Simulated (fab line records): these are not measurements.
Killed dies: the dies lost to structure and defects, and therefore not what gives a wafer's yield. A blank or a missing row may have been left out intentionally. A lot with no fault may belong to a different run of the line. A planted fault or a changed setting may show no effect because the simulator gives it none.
Lot-split experiment ; flow n5-finfet ; 21 wafers read from 7 lots, route of 1938 steps

== ABOUT THE SPLIT ==
At N5_BEOL_M9_TRENCH_ETCH_37 (etches SiCOH lowk in C4F6/O2, target depth 151.43 nm, time 49 s), the setting time-s was moved away from the recipe's 49 s on 7 of the 21 wafers read, by -14.0% to +15.4%. This setting was run at the recipe's value on the other wafers.

== FROM THE SPLIT TO THE READING: what the file shows between them, 11 steps ==
- N5_BEOL_M9_ETCH_41: etches SiCN in CH3F/O2, target depth 36.6 nm, time 70.1 s
- N5_BEOL_M9_STRIP_80: strips in N2/H2, time 10 s
- N5_BEOL_M9_OCD_MEAS_38
- N5_BEOL_M9_HM_STRIP_39: strips TiN in peroxide tin strip, target depth 25 nm, time 158 s
- N5_BEOL_M9_SRD_40: time 30 s
- N5_BEOL_M9_ECD_50: material Cu, target thk 318 nm
- N5_BEOL_M9_ANNEAL_51: time 90 s
- N5_BEOL_M9_CMP_52: polishes, stops on SiCOH lowk, t overpolish 7 s, target thk 140 nm
- N5_BEOL_M9_THK_MEAS_53: measures by xrf
- N5_BEOL_M9_PRE_CLEAN_55: time 15 s
- N5_BEOL_M9_DEP_56: deposits SiCN from 3MS/NH3, target thk 15 nm, time 26.5 s

== THE READING ==
At N5_BEOL_M9_RS_MEAS_57, a four-point-probe measurement gives M9_RS in ohm/sq. Typical for fault-free wafers on this fab line: 0.153 ohm/sq, with standard deviation 0.0042 ohm/sq.

wafer;tool, chamber at the split;time-s as run, s;against the recipe;M9_RS, ohm/sq;against lot-mates on the recipe
L076.1;rie-diel-06, 1;49;recipe;0.159;-
L076.4;rie-diel-06, 3;49;recipe;0.153;-
L076.6;rie-diel-06, 0;49;recipe;0.153;-
L079.1;rie-diel-02, 3;52.71;+7.6%;0.141;-0.017
L079.3;rie-diel-02, 1;52.71;+7.6%;0.137;-0.021
L079.6;rie-diel-02, 2;49;recipe;0.158;-
L080.1;rie-diel-02, 2;49;recipe;0.159;-
L080.3;rie-diel-02, 3;49;recipe;0.153;-
L080.4;rie-diel-02, 1;44.4;-9.4%;0.171;+0.015
L082.2;rie-diel-02, 3;49;recipe;0.151;-
L082.3;rie-diel-02, 0;49;recipe;0.151;-
L082.5;rie-diel-02, 1;42.36;-13.6%;0.180;+0.029
L086.2;rie-diel-02, 1;49;recipe;0.153;-
L086.3;rie-diel-02, 0;49;recipe;0.153;-
L086.5;rie-diel-02, 2;49;recipe;0.161;-
L089.2;rie-diel-02, 1;42.12;-14.0%;0.179;+0.025
L089.4;rie-diel-02, 0;42.12;-14.0%;0.182;+0.028
L089.6;rie-diel-02, 3;49;recipe;0.154;-
L090.1;rie-diel-06, 2;56.53;+15.4%;0.122;-0.029
L090.5;rie-diel-06, 0;49;recipe;0.151;-
L090.6;rie-diel-06, 3;49;recipe;0.152;-

THE FIT
A straight line over all 21 wafers: M9_RS changes by -0.00194 ohm/sq for each +1% of time-s; r = -0.98; the points scatter about the line by 0.003 ohm/sq.
The same after taking each lot's own level away (the mean of its wafers on the recipe; 21 wafers): -0.002 ohm/sq for each +1%; r = -0.98; scatter 0.0028 ohm/sq.
The reading moves by 0.031 ohm/sq for the largest change in time-s, on that fit.
From 0.1510 to 0.1580 ohm/sq: that is the span of the lots' own levels, equal to 1.7 times the standard deviation above.
So the lot-to-lot level changes the slope little: the two slopes agree.
Check: -0.032 ohm/sq against its lot-mates is what the line predicts for one of the wafers moved furthest among these (+15.4%) when that wafer is left out of the fit. It came out at -0.0295 ohm/sq against them.

== FURTHER SPLITS ON THESE WAFERS ==
Note: prior to the reading, these wafers also went through further splits. Each is held against what the fit with the lots' levels taken away leaves over:
other split on the same wafers;wafers away from the commonest value;r with M9_RS (lot level and that fit taken away)
N5_BEOL_M6_EXPOSE_25 dose-mj;8;-0.12
N5_BEOL_M7_ETCH_61 source-w;6;-0.03
N5_BEOL_M7_COAT_71 spin-rpm;5;-0.39
N5_BEOL_M9_HM_DEP_02 target-thk-a;12;+0.16
N5_BEOL_M9_EXPOSE_08 dose-mj;9;+0.43

== THE WHOLE CHAIN: every reading that the file lists as answering this split, in the file's order ==
step;what it does;reading;change (the file's fit);r (the file's)
N5_BEOL_M9_TRENCH_ETCH_37;etches SiCOH lowk in C4F6/O2, target depth 151.43 nm, time 49 s;BEOL_M9.feature-depth-nm (the simulator's own value, which no gauge read);+1.59 nm for each +1% of the setting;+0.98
N5_BEOL_M9_TRENCH_ETCH_37;etches SiCOH lowk in C4F6/O2, target depth 151.43 nm, time 49 s;etch.depth-nm (the simulator's own value, which no gauge read);+1.59 nm for each +1% of the setting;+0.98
N5_BEOL_M9_OCD_MEAS_38;;trench-depth-nm;+1.59 nm for each +1% of the setting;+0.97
N5_BEOL_M9_CMP_52;polishes, stops on SiCOH lowk, t overpolish 7 s, target thk 140 nm;Cu_of_BEOL_M9_ECD_50.thk-nm (the simulator's own value, which no gauge read);+1.63 nm for each +1% of the setting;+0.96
N5_BEOL_M9_THK_MEAS_53;measures by xrf;M9_THK;+1.64 for each +1% of the setting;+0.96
N5_BEOL_M9_RS_MEAS_57;measures by four-point-probe;M9_RS;-0.00199 for each +1% of the setting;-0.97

== THE FILE'S OWN FIT ==
M9_RS changes by -0.00199 ohm/sq for each +1% of time-s, r = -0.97.
